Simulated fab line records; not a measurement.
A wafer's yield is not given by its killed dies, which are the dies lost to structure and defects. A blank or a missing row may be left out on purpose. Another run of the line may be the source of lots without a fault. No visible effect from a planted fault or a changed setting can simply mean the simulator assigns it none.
Which tool was responsible? || flow n5_finfet || 24 lots with 72 wafers sampled at 5 steps, on a route of 1938 steps

WHAT EACH GAUGE READ, for each wafer
N5_BEOL_M8_RS_MEAS_57: measurement is done with a four-point probe.
{"lot": "L074", "measured": "day 9 11:58", "on": "film_metro-01", "M8_RS (ohm/sq)": "0.288 0.288 0.281"}
{"lot": "L075", "measured": "day 9 15:22", "on": "film_metro-01", "M8_RS (ohm/sq)": "0.287 0.288 0.306"}
{"lot": "L077", "measured": "day 10 01:14", "on": "film_metro-01", "M8_RS (ohm/sq)": "0.294 0.292 0.277"}
{"lot": "L078", "measured": "day 10 05:00", "on": "film_metro-01", "M8_RS (ohm/sq)": "0.278 0.292 0.283"}
{"lot": "L079", "measured": "day 10 09:07", "on": "film_metro-02", "M8_RS (ohm/sq)": "0.293 0.282 0.292"}
{"lot": "L080", "measured": "day 10 18:08", "on": "film_metro-01", "M8_RS (ohm/sq)": "0.290 0.279 0.303"}
{"lot": "L081", "measured": "day 11 04:59", "on": "film_metro-02", "M8_RS (ohm/sq)": "0.287 0.285 0.281"}
{"lot": "L082", "measured": "day 11 08:56", "on": "film_metro-01", "M8_RS (ohm/sq)": "0.289 0.284 0.285"}
{"lot": "L083", "measured": "day 12 07:08", "on": "film_metro-01", "M8_RS (ohm/sq)": "0.279 0.278 0.287"}
{"lot": "L084", "measured": "day 12 16:03", "on": "film_metro-01", "M8_RS (ohm/sq)": "0.279 0.281 0.276"}
{"lot": "L086", "measured": "day 12 19:19", "on": "film_metro-01", "M8_RS (ohm/sq)": "0.282 0.273 0.273"}
{"lot": "L085", "measured": "day 12 19:49", "on": "film_metro-01", "M8_RS (ohm/sq)": "0.301 0.287 0.295"}
{"lot": "L087", "measured": "day 13 02:40", "on": "film_metro-02", "M8_RS (ohm/sq)": "0.278 0.298 0.288"}
{"lot": "L089", "measured": "day 13 10:06", "on": "film_metro-01", "M8_RS (ohm/sq)": "0.281 0.275 0.282"}
{"lot": "L088", "measured": "day 13 11:51", "on": "film_metro-02", "M8_RS (ohm/sq)": "0.286 0.291 0.274"}
{"lot": "L090", "measured": "day 13 12:24", "on": "film_metro-02", "M8_RS (ohm/sq)": "0.299 0.292 0.305"}
{"lot": "L091", "measured": "day 14 04:29", "on": "film_metro-02", "M8_RS (ohm/sq)": "0.305 0.299 0.293"}
{"lot": "L092", "measured": "day 14 04:47", "on": "film_metro-01", "M8_RS (ohm/sq)": "0.278 0.294 0.282"}
{"lot": "L093", "measured": "day 14 07:25", "on": "film_metro-01", "M8_RS (ohm/sq)": "0.290 0.283 0.286"}
{"lot": "L094", "measured": "day 15 10:47", "on": "film_metro-01", "M8_RS (ohm/sq)": "0.287 0.283 0.273"}
{"lot": "L076", "measured": "day 15 11:47", "on": "film_metro-02", "M8_RS (ohm/sq)": "0.288 0.268 0.266"}
{"lot": "L095", "measured": "day 15 15:57", "on": "film_metro-01", "M8_RS (ohm/sq)": "0.272 0.287 0.303"}
{"lot": "L097", "measured": "day 16 10:13", "on": "film_metro-01", "M8_RS (ohm/sq)": "0.287 0.290 0.291"}
{"lot": "L096", "measured": "day 17 01:46", "on": "film_metro-01", "M8_RS (ohm/sq)": "0.292 0.286 0.286"}

WHAT TOOL EACH LOT RAN ON (gives the tool, then ch and the chambers of the sampled wafers, and finally the start)
{"lot": "L074", "N5_BEOL_M8_HM_DEP_02": "pvd_sputter-03, day 9 04:32", "N5_BEOL_M8_DEGAS_44": "pvd_sputter-03, day 9 10:21", "N5_BEOL_M8_ALD_77": "ald_metal-03 ch 0,1,2, day 9 10:28", "N5_BEOL_M8_ANNEAL_51": "rtp_anneal-02 ch 0, day 9 11:14"}
{"lot": "L075", "N5_BEOL_M8_HM_DEP_02": "pvd_sputter-03, day 9 09:51", "N5_BEOL_M8_DEGAS_44": "pvd_sputter-01, day 9 13:46", "N5_BEOL_M8_ALD_77": "ald_metal-03 ch 2,3, day 9 13:55", "N5_BEOL_M8_ANNEAL_51": "rtp_anneal-02 ch 0, day 9 14:41"}
{"lot": "L077", "N5_BEOL_M8_HM_DEP_02": "pvd_sputter-02, day 9 20:22", "N5_BEOL_M8_DEGAS_44": "pvd_sputter-01, day 9 23:23", "N5_BEOL_M8_ALD_77": "ald_metal-02 ch 1,2,3, day 9 23:29", "N5_BEOL_M8_ANNEAL_51": "rtp_anneal-01 ch 0, day 10 00:29"}
{"lot": "L078", "N5_BEOL_M8_HM_DEP_02": "pvd_sputter-02, day 9 22:28", "N5_BEOL_M8_DEGAS_44": "pvd_sputter-03, day 10 01:59", "N5_BEOL_M8_ALD_77": "ald_metal-03 ch 0,1,2, day 10 02:05", "N5_BEOL_M8_ANNEAL_51": "rtp_anneal-01 ch 0, day 10 04:02"}
{"lot": "L079", "N5_BEOL_M8_HM_DEP_02": "pvd_sputter-01, day 10 04:11", "N5_BEOL_M8_DEGAS_44": "pvd_sputter-01, day 10 07:25", "N5_BEOL_M8_ALD_77": "ald_metal-01 ch 0,1, day 10 07:32", "N5_BEOL_M8_ANNEAL_51": "rtp_anneal-01 ch 0, day 10 08:24"}
{"lot": "L080", "N5_BEOL_M8_HM_DEP_02": "pvd_sputter-03, day 10 11:05", "N5_BEOL_M8_DEGAS_44": "pvd_sputter-02, day 10 16:10", "N5_BEOL_M8_ALD_77": "ald_metal-03 ch 0,2,3, day 10 16:17", "N5_BEOL_M8_ANNEAL_51": "rtp_anneal-01 ch 0, day 10 17:27"}
{"lot": "L081", "N5_BEOL_M8_HM_DEP_02": "pvd_sputter-03, day 10 20:28", "N5_BEOL_M8_DEGAS_44": "pvd_sputter-01, day 11 01:43", "N5_BEOL_M8_ALD_77": "ald_metal-02 ch 0,1,2, day 11 01:49", "N5_BEOL_M8_ANNEAL_51": "rtp_anneal-02 ch 0, day 11 04:22"}
{"lot": "L082", "N5_BEOL_M8_HM_DEP_02": "pvd_sputter-01, day 11 00:25", "N5_BEOL_M8_DEGAS_44": "pvd_sputter-03, day 11 05:31", "N5_BEOL_M8_ALD_77": "ald_metal-02 ch 0,1, day 11 05:51", "N5_BEOL_M8_ANNEAL_51": "rtp_anneal-01 ch 0, day 11 08:18"}
{"lot": "L083", "N5_BEOL_M8_HM_DEP_02": "pvd_sputter-03, day 11 18:14", "N5_BEOL_M8_DEGAS_44": "pvd_sputter-03, day 12 05:37", "N5_BEOL_M8_ALD_77": "ald_metal-03 ch 2,3, day 12 05:43", "N5_BEOL_M8_ANNEAL_51": "rtp_anneal-02 ch 0, day 12 06:27"}
{"lot": "L084", "N5_BEOL_M8_HM_DEP_02": "pvd_sputter-01, day 12 09:50", "N5_BEOL_M8_DEGAS_44": "pvd_sputter-01, day 12 13:43", "N5_BEOL_M8_ALD_77": "ald_metal-03 ch 1,3, day 12 13:55", "N5_BEOL_M8_ANNEAL_51": "rtp_anneal-02 ch 0, day 12 15:04"}
{"lot": "L086", "N5_BEOL_M8_HM_DEP_02": "pvd_sputter-01, day 12 13:08", "N5_BEOL_M8_DEGAS_44": "pvd_sputter-01, day 12 17:26", "N5_BEOL_M8_ALD_77": "ald_metal-03 ch 1,2,3, day 12 17:32", "N5_BEOL_M8_ANNEAL_51": "rtp_anneal-01 ch 0, day 12 18:35"}
{"lot": "L085", "N5_BEOL_M8_HM_DEP_02": "pvd_sputter-02, day 12 13:46", "N5_BEOL_M8_DEGAS_44": "pvd_sputter-01, day 12 17:35", "N5_BEOL_M8_ALD_77": "ald_metal-01 ch 2,3, day 12 17:41", "N5_BEOL_M8_ANNEAL_51": "rtp_anneal-02 ch 0, day 12 18:43"}
{"lot": "L087", "N5_BEOL_M8_HM_DEP_02": "pvd_sputter-01, day 12 21:23", "N5_BEOL_M8_DEGAS_44": "pvd_sputter-01, day 13 00:32", "N5_BEOL_M8_ALD_77": "ald_metal-01 ch 2,3, day 13 00:39", "N5_BEOL_M8_ANNEAL_51": "rtp_anneal-02 ch 0, day 13 01:57"}
{"lot": "L089", "N5_BEOL_M8_HM_DEP_02": "pvd_sputter-02, day 13 03:47", "N5_BEOL_M8_DEGAS_44": "pvd_sputter-02, day 13 08:30", "N5_BEOL_M8_ALD_77": "ald_metal-01 ch 1,2,3, day 13 08:36", "N5_BEOL_M8_ANNEAL_51": "rtp_anneal-02 ch 0, day 13 09:23"}
{"lot": "L088", "N5_BEOL_M8_HM_DEP_02": "pvd_sputter-03, day 13 04:13", "N5_BEOL_M8_DEGAS_44": "pvd_sputter-01, day 13 09:45", "N5_BEOL_M8_ALD_77": "ald_metal-03 ch 0,1,3, day 13 09:58", "N5_BEOL_M8_ANNEAL_51": "rtp_anneal-01 ch 0, day 13 11:08"}
{"lot": "L090", "N5_BEOL_M8_HM_DEP_02": "pvd_sputter-03, day 13 04:40", "N5_BEOL_M8_DEGAS_44": "pvd_sputter-01, day 13 09:57", "N5_BEOL_M8_ALD_77": "ald_metal-03 ch 0,1, day 13 10:13", "N5_BEOL_M8_ANNEAL_51": "rtp_anneal-01 ch 0, day 13 11:40"}
{"lot": "L091", "N5_BEOL_M8_HM_DEP_02": "pvd_sputter-02, day 13 22:35", "N5_BEOL_M8_DEGAS_44": "pvd_sputter-01, day 14 02:46", "N5_BEOL_M8_ALD_77": "ald_metal-03 ch 0,1,2, day 14 02:54", "N5_BEOL_M8_ANNEAL_51": "rtp_anneal-01 ch 0, day 14 03:46"}
{"lot": "L092", "N5_BEOL_M8_HM_DEP_02": "pvd_sputter-02, day 13 23:02", "N5_BEOL_M8_DEGAS_44": "pvd_sputter-03, day 14 03:06", "N5_BEOL_M8_ALD_77": "ald_metal-01 ch 0,2,3, day 14 03:16", "N5_BEOL_M8_ANNEAL_51": "rtp_anneal-01 ch 0, day 14 04:04"}
{"lot": "L093", "N5_BEOL_M8_HM_DEP_02": "pvd_sputter-01, day 14 01:41", "N5_BEOL_M8_DEGAS_44": "pvd_sputter-03, day 14 05:02", "N5_BEOL_M8_ALD_77": "ald_metal-01 ch 1,3, day 14 05:12", "N5_BEOL_M8_ANNEAL_51": "rtp_anneal-02 ch 0, day 14 06:29"}
{"lot": "L094", "N5_BEOL_M8_HM_DEP_02": "pvd_sputter-02, day 15 04:40", "N5_BEOL_M8_DEGAS_44": "pvd_sputter-01, day 15 09:08", "N5_BEOL_M8_ALD_77": "ald_metal-03 ch 0,1, day 15 09:14", "N5_BEOL_M8_ANNEAL_51": "rtp_anneal-02 ch 0, day 15 10:11"}
{"lot": "L076", "N5_BEOL_M8_HM_DEP_02": "pvd_sputter-02, day 15 04:58", "N5_BEOL_M8_DEGAS_44": "pvd_sputter-01, day 15 09:43", "N5_BEOL_M8_ALD_77": "ald_metal-03 ch 1,2,3, day 15 09:49", "N5_BEOL_M8_ANNEAL_51": "rtp_anneal-02 ch 0, day 15 11:05"}
{"lot": "L095", "N5_BEOL_M8_HM_DEP_02": "pvd_sputter-01, day 15 08:43", "N5_BEOL_M8_DEGAS_44": "pvd_sputter-03, day 15 13:58", "N5_BEOL_M8_ALD_77": "ald_metal-03 ch 0,1,2, day 15 14:14", "N5_BEOL_M8_ANNEAL_51": "rtp_anneal-02 ch 0, day 15 15:13"}
{"lot": "L097", "N5_BEOL_M8_HM_DEP_02": "pvd_sputter-01, day 16 03:37", "N5_BEOL_M8_DEGAS_44": "pvd_sputter-01, day 16 07:31", "N5_BEOL_M8_ALD_77": "ald_metal-01 ch 1,2,3, day 16 07:37", "N5_BEOL_M8_ANNEAL_51": "rtp_anneal-02 ch 0, day 16 09:07"}
{"lot": "L096", "N5_BEOL_M8_HM_DEP_02": "pvd_sputter-03, day 16 18:59", "N5_BEOL_M8_DEGAS_44": "pvd_sputter-01, day 16 23:47", "N5_BEOL_M8_ALD_77": "ald_metal-03 ch 1,2,3, day 16 23:55", "N5_BEOL_M8_ANNEAL_51": "rtp_anneal-01 ch 0, day 17 01:01"}
- N5_BEOL_M8_HM_DEP_02: deposits TiN, target thk 20 nm.
- N5_BEOL_M8_DEGAS_44: time 60 s.
- N5_BEOL_M8_ALD_77: deposits TaN, target thk 2 nm, pulse time 2 s, purge time 3 s.
- N5_BEOL_M8_ANNEAL_51: time 90 s.

WHAT THE TOOLS THEMSELVES READ (means of the sampled wafers that have a number; where no wafer has one, the mark that the record gives instead)
N5_BEOL_M8_HM_DEP_02.
{"lot": "L074", "tool": "pvd_sputter-03", "substrate_temp_c (C)": 24.97, "susceptor_temp_C (C)": 25.07, "throttle_valve_pct (%)": 29.4}
{"lot": "L075", "tool": "pvd_sputter-03", "substrate_temp_c (C)": 25.06, "susceptor_temp_C (C)": 24.98, "throttle_valve_pct (%)": 29.9}
{"lot": "L077", "tool": "pvd_sputter-02", "substrate_temp_c (C)": 24.99, "susceptor_temp_C (C)": 24.98, "throttle_valve_pct (%)": 29.6}
{"lot": "L078", "tool": "pvd_sputter-02", "substrate_temp_c (C)": 24.94, "susceptor_temp_C (C)": 25.10, "throttle_valve_pct (%)": 30.6}
{"lot": "L079", "tool": "pvd_sputter-01", "substrate_temp_c (C)": 24.90, "susceptor_temp_C (C)": 24.92, "throttle_valve_pct (%)": 29.3}
{"lot": "L080", "tool": "pvd_sputter-03", "substrate_temp_c (C)": 25.05, "susceptor_temp_C (C)": 24.99, "throttle_valve_pct (%)": 28.7}
{"lot": "L081", "tool": "pvd_sputter-03", "substrate_temp_c (C)": 25.02, "susceptor_temp_C (C)": 24.94, "throttle_valve_pct (%)": 28.2}
{"lot": "L082", "tool": "pvd_sputter-01", "substrate_temp_c (C)": 25.09, "susceptor_temp_C (C)": 24.97, "throttle_valve_pct (%)": 29.9}
{"lot": "L083", "tool": "pvd_sputter-03", "substrate_temp_c (C)": 24.88, "susceptor_temp_C (C)": 24.99, "throttle_valve_pct (%)": 28.6}
{"lot": "L084", "tool": "pvd_sputter-01", "substrate_temp_c (C)": 25.04, "susceptor_temp_C (C)": 25.14, "throttle_valve_pct (%)": 28.9}
{"lot": "L086", "tool": "pvd_sputter-01", "substrate_temp_c (C)": 25.02, "susceptor_temp_C (C)": 25.01, "throttle_valve_pct (%)": 29.9}
{"lot": "L085", "tool": "pvd_sputter-02", "substrate_temp_c (C)": 24.89, "susceptor_temp_C (C)": 25.12, "throttle_valve_pct (%)": 30.9}
{"lot": "L087", "tool": "pvd_sputter-01", "substrate_temp_c (C)": 24.96, "susceptor_temp_C (C)": 24.91, "throttle_valve_pct (%)": 30.0}
{"lot": "L089", "tool": "pvd_sputter-02", "substrate_temp_c (C)": 25.03, "susceptor_temp_C (C)": 24.92, "throttle_valve_pct (%)": 29.8}
{"lot": "L088", "tool": "pvd_sputter-03", "substrate_temp_c (C)": 25.01, "susceptor_temp_C (C)": 25.02, "throttle_valve_pct (%)": 29.7}
{"lot": "L090", "tool": "pvd_sputter-03", "substrate_temp_c (C)": 24.98, "susceptor_temp_C (C)": 24.99, "throttle_valve_pct (%)": 29.4}
{"lot": "L091", "tool": "pvd_sputter-02", "substrate_temp_c (C)": 25.11, "susceptor_temp_C (C)": 25.03, "throttle_valve_pct (%)": 30.2}
{"lot": "L092", "tool": "pvd_sputter-02", "substrate_temp_c (C)": 24.96, "susceptor_temp_C (C)": 25.01, "throttle_valve_pct (%)": 29.7}
{"lot": "L093", "tool": "pvd_sputter-01", "substrate_temp_c (C)": 25.06, "susceptor_temp_C (C)": 24.98, "throttle_valve_pct (%)": 29.8}
{"lot": "L094", "tool": "pvd_sputter-02", "substrate_temp_c (C)": 24.90, "susceptor_temp_C (C)": 24.93, "throttle_valve_pct (%)": 30.4}
{"lot": "L076", "tool": "pvd_sputter-02", "substrate_temp_c (C)": 24.99, "susceptor_temp_C (C)": 24.94, "throttle_valve_pct (%)": 30.4}
{"lot": "L095", "tool": "pvd_sputter-01", "substrate_temp_c (C)": 24.85, "susceptor_temp_C (C)": 25.04, "throttle_valve_pct (%)": 28.7}
{"lot": "L097", "tool": "pvd_sputter-01", "substrate_temp_c (C)": 25.00, "susceptor_temp_C (C)": 24.91, "throttle_valve_pct (%)": 29.9}
{"lot": "L096", "tool": "pvd_sputter-03", "substrate_temp_c (C)": 24.97, "susceptor_temp_C (C)": 24.88, "throttle_valve_pct (%)": 29.1}

N5_BEOL_M8_DEGAS_44.
{"lot": "L074", "tool": "pvd_sputter-03", "heater_power_w (W)": 344, "susceptor_temp_C (C)": 249.92}
{"lot": "L075", "tool": "pvd_sputter-01", "heater_power_w (W)": 331, "susceptor_temp_C (C)": 250.07}
{"lot": "L077", "tool": "pvd_sputter-01", "heater_power_w (W)": 306, "susceptor_temp_C (C)": 250.08}
{"lot": "L078", "tool": "pvd_sputter-03", "heater_power_w (W)": 315, "susceptor_temp_C (C)": 250.06}
{"lot": "L079", "tool": "pvd_sputter-01", "heater_power_w (W)": 324, "susceptor_temp_C (C)": 249.95}
{"lot": "L080", "tool": "pvd_sputter-02", "heater_power_w (W)": 324, "susceptor_temp_C (C)": 249.97}
{"lot": "L081", "tool": "pvd_sputter-01", "heater_power_w (W)": 320, "susceptor_temp_C (C)": 250.02}
{"lot": "L082", "tool": "pvd_sputter-03", "heater_power_w (W)": 318, "susceptor_temp_C (C)": 249.99}
{"lot": "L083", "tool": "pvd_sputter-03", "heater_power_w (W)": 311, "susceptor_temp_C (C)": 249.94}
{"lot": "L084", "tool": "pvd_sputter-01", "heater_power_w (W)": 333, "susceptor_temp_C (C)": 249.95}
{"lot": "L086", "tool": "pvd_sputter-01", "heater_power_w (W)": 320, "susceptor_temp_C (C)": 250.07}
{"lot": "L085", "tool": "pvd_sputter-01", "heater_power_w (W)": 317, "susceptor_temp_C (C)": 249.95}
{"lot": "L087", "tool": "pvd_sputter-01", "heater_power_w (W)": 322, "susceptor_temp_C (C)": 250.08}
{"lot": "L089", "tool": "pvd_sputter-02", "heater_power_w (W)": 324, "susceptor_temp_C (C)": 250.11}
{"lot": "L088", "tool": "pvd_sputter-01", "heater_power_w (W)": 327, "susceptor_temp_C (C)": 249.84}
{"lot": "L090", "tool": "pvd_sputter-01", "heater_power_w (W)": 317, "susceptor_temp_C (C)": 250.00}
{"lot": "L091", "tool": "pvd_sputter-01", "heater_power_w (W)": 313, "susceptor_temp_C (C)": 249.97}
{"lot": "L092", "tool": "pvd_sputter-03", "heater_power_w (W)": 297, "susceptor_temp_C (C)": 249.92}
{"lot": "L093", "tool": "pvd_sputter-03", "heater_power_w (W)": 338, "susceptor_temp_C (C)": 250.04}
{"lot": "L094", "tool": "pvd_sputter-01", "heater_power_w (W)": 327, "susceptor_temp_C (C)": 250.16}
{"lot": "L076", "tool": "pvd_sputter-01", "heater_power_w (W)": 300, "susceptor_temp_C (C)": 250.12}
{"lot": "L095", "tool": "pvd_sputter-03", "heater_power_w (W)": 304, "susceptor_temp_C (C)": 250.01}
{"lot": "L097", "tool": "pvd_sputter-01", "heater_power_w (W)": 315, "susceptor_temp_C (C)": 250.18}
{"lot": "L096", "tool": "pvd_sputter-01", "heater_power_w (W)": 325, "susceptor_temp_C (C)": 250.01}

N5_BEOL_M8_ALD_77.
{"lot": "L074", "tool": "ald_metal-03", "heater_power_w (W)": 429, "precursor_vessel_carrier_sccm (sccm)": 997, "precursor_vessel_pressure_torr (Torr)": 26.23, "susceptor_temp_C (C)": 275.02}
{"lot": "L075", "tool": "ald_metal-03", "heater_power_w (W)": 429, "precursor_vessel_carrier_sccm (sccm)": 1000, "precursor_vessel_pressure_torr (Torr)": 26.24, "susceptor_temp_C (C)": 275.02}
{"lot": "L077", "tool": "ald_metal-02", "heater_power_w (W)": 371, "precursor_vessel_carrier_sccm (sccm)": 1003, "precursor_vessel_pressure_torr (Torr)": 26.20, "susceptor_temp_C (C)": 274.79}
{"lot": "L078", "tool": "ald_metal-03", "heater_power_w (W)": 425, "precursor_vessel_carrier_sccm (sccm)": 999, "precursor_vessel_pressure_torr (Torr)": 26.21, "susceptor_temp_C (C)": 274.81}
{"lot": "L079", "tool": "ald_metal-01", "heater_power_w (W)": 439, "precursor_vessel_carrier_sccm (sccm)": 1002, "precursor_vessel_pressure_torr (Torr)": 26.26, "susceptor_temp_C (C)": 275.11}
{"lot": "L080", "tool": "ald_metal-03", "heater_power_w (W)": 404, "precursor_vessel_carrier_sccm (sccm)": 1000, "precursor_vessel_pressure_torr (Torr)": 26.19, "susceptor_temp_C (C)": 274.92}
{"lot": "L081", "tool": "ald_metal-02", "heater_power_w (W)": 428, "precursor_vessel_carrier_sccm (sccm)": 1001, "precursor_vessel_pressure_torr (Torr)": 26.26, "susceptor_temp_C (C)": 274.93}
{"lot": "L082", "tool": "ald_metal-02", "heater_power_w (W)": 446, "precursor_vessel_carrier_sccm (sccm)": 998, "precursor_vessel_pressure_torr (Torr)": 26.27, "susceptor_temp_C (C)": 275.08}
{"lot": "L083", "tool": "ald_metal-03", "heater_power_w (W)": 428, "precursor_vessel_carrier_sccm (sccm)": 997, "precursor_vessel_pressure_torr (Torr)": 26.22, "susceptor_temp_C (C)": 274.89}
{"lot": "L084", "tool": "ald_metal-03", "heater_power_w (W)": 434, "precursor_vessel_carrier_sccm (sccm)": 997, "precursor_vessel_pressure_torr (Torr)": 26.25, "susceptor_temp_C (C)": 274.89}
{"lot": "L086", "tool": "ald_metal-03", "heater_power_w (W)": 433, "precursor_vessel_carrier_sccm (sccm)": 1000, "precursor_vessel_pressure_torr (Torr)": 26.24, "susceptor_temp_C (C)": 274.88}
{"lot": "L085", "tool": "ald_metal-01", "heater_power_w (W)": 414, "precursor_vessel_carrier_sccm (sccm)": 996, "precursor_vessel_pressure_torr (Torr)": 26.27, "susceptor_temp_C (C)": 274.98}
{"lot": "L087", "tool": "ald_metal-01", "heater_power_w (W)": 412, "precursor_vessel_carrier_sccm (sccm)": 999, "precursor_vessel_pressure_torr (Torr)": 26.19, "susceptor_temp_C (C)": 275.25}
{"lot": "L089", "tool": "ald_metal-01", "heater_power_w (W)": 399, "precursor_vessel_carrier_sccm (sccm)": 999, "precursor_vessel_pressure_torr (Torr)": 26.29, "susceptor_temp_C (C)": 275.03}
{"lot": "L088", "tool": "ald_metal-03", "heater_power_w (W)": 416, "precursor_vessel_carrier_sccm (sccm)": 1001, "precursor_vessel_pressure_torr (Torr)": 26.27, "susceptor_temp_C (C)": 275.01}
{"lot": "L090", "tool": "ald_metal-03", "heater_power_w (W)": 406, "precursor_vessel_carrier_sccm (sccm)": 999, "precursor_vessel_pressure_torr (Torr)": 26.22, "susceptor_temp_C (C)": 275.08}
{"lot": "L091", "tool": "ald_metal-03", "heater_power_w (W)": 424, "precursor_vessel_carrier_sccm (sccm)": 1003, "precursor_vessel_pressure_torr (Torr)": 26.30, "susceptor_temp_C (C)": 274.99}
{"lot": "L092", "tool": "ald_metal-01", "heater_power_w (W)": 422, "precursor_vessel_carrier_sccm (sccm)": 1001, "precursor_vessel_pressure_torr (Torr)": 26.28, "susceptor_temp_C (C)": 275.00}
{"lot": "L093", "tool": "ald_metal-01", "heater_power_w (W)": 406, "precursor_vessel_carrier_sccm (sccm)": 998, "precursor_vessel_pressure_torr (Torr)": 26.23, "susceptor_temp_C (C)": 274.83}
{"lot": "L094", "tool": "ald_metal-03", "heater_power_w (W)": 413, "precursor_vessel_carrier_sccm (sccm)": 1000, "precursor_vessel_pressure_torr (Torr)": 26.24, "susceptor_temp_C (C)": 274.82}
{"lot": "L076", "tool": "ald_metal-03", "heater_power_w (W)": 432, "precursor_vessel_carrier_sccm (sccm)": 1004, "precursor_vessel_pressure_torr (Torr)": 26.22, "susceptor_temp_C (C)": 274.87}
{"lot": "L095", "tool": "ald_metal-03", "heater_power_w (W)": 429, "precursor_vessel_carrier_sccm (sccm)": 1001, "precursor_vessel_pressure_torr (Torr)": 26.24, "susceptor_temp_C (C)": 274.90}
{"lot": "L097", "tool": "ald_metal-01", "heater_power_w (W)": 371, "precursor_vessel_carrier_sccm (sccm)": 1002, "precursor_vessel_pressure_torr (Torr)": 26.25, "susceptor_temp_C (C)": 274.96}
{"lot": "L096", "tool": "ald_metal-03", "heater_power_w (W)": 440, "precursor_vessel_carrier_sccm (sccm)": 1000, "precursor_vessel_pressure_torr (Torr)": 26.30, "susceptor_temp_C (C)": 275.18}

N5_BEOL_M8_ANNEAL_51.
{"lot": "L074", "tool": "rtp_anneal-02", "wafer_temp_C_max": 225.74}
{"lot": "L075", "tool": "rtp_anneal-02", "wafer_temp_C_max": 225.81}
{"lot": "L077", "tool": "rtp_anneal-01", "wafer_temp_C_max": 225.89}
{"lot": "L078", "tool": "rtp_anneal-01", "wafer_temp_C_max": 226.05}
{"lot": "L079", "tool": "rtp_anneal-01", "wafer_temp_C_max": 225.93}
{"lot": "L080", "tool": "rtp_anneal-01", "wafer_temp_C_max": 226.16}
{"lot": "L081", "tool": "rtp_anneal-02", "wafer_temp_C_max": 225.66}
{"lot": "L082", "tool": "rtp_anneal-01", "wafer_temp_C_max": 226.37}
{"lot": "L083", "tool": "rtp_anneal-02", "wafer_temp_C_max": 225.72}
{"lot": "L084", "tool": "rtp_anneal-02", "wafer_temp_C_max": 225.88}
{"lot": "L086", "tool": "rtp_anneal-01", "wafer_temp_C_max": 226.18}
{"lot": "L085", "tool": "rtp_anneal-02", "wafer_temp_C_max": 225.69}
{"lot": "L087", "tool": "rtp_anneal-02", "wafer_temp_C_max": 225.73}
{"lot": "L089", "tool": "rtp_anneal-02", "wafer_temp_C_max": 225.82}
{"lot": "L088", "tool": "rtp_anneal-01", "wafer_temp_C_max": 225.91}
{"lot": "L090", "tool": "rtp_anneal-01", "wafer_temp_C_max": 226.21}
{"lot": "L091", "tool": "rtp_anneal-01", "wafer_temp_C_max": 226.02}
{"lot": "L092", "tool": "rtp_anneal-01", "wafer_temp_C_max": 226.34}
{"lot": "L093", "tool": "rtp_anneal-02", "wafer_temp_C_max": 226.07}
{"lot": "L094", "tool": "rtp_anneal-02", "wafer_temp_C_max": 225.65}
{"lot": "L076", "tool": "rtp_anneal-02", "wafer_temp_C_max": 225.66}
{"lot": "L095", "tool": "rtp_anneal-02", "wafer_temp_C_max": 225.92}
{"lot": "L097", "tool": "rtp_anneal-02", "wafer_temp_C_max": 226.02}
{"lot": "L096", "tool": "rtp_anneal-01", "wafer_temp_C_max": 225.99}

THE ANSWER, worked out from the rows above alone
Rule: the lots themselves supply what counts as usual. The widest of any qualifying gaps counts: lots, ordered by their means at a reading, are off when they make up no more than a third of the lots, leave a main group of 4 or more, and stand apart from it by 3 or more times the standard deviation of that group's means. A main group whose means are all the same, to the digits that the tables above print for the reading, isn't used. Also off: a lot with no number at a reading for which 4 or more lots have one. The other lots that the step has rows for count as sound. First the gauges in route order, then the tools' own readings, where a lot's mean is used as printed above. At the first step where some lot is off, the reading lying furthest off is the one used; lots without a number count as furthest.
Across all readings shown, no lot is off: no conclusion can be drawn from this.

WHAT THE SIMULATOR HAD INSERTED
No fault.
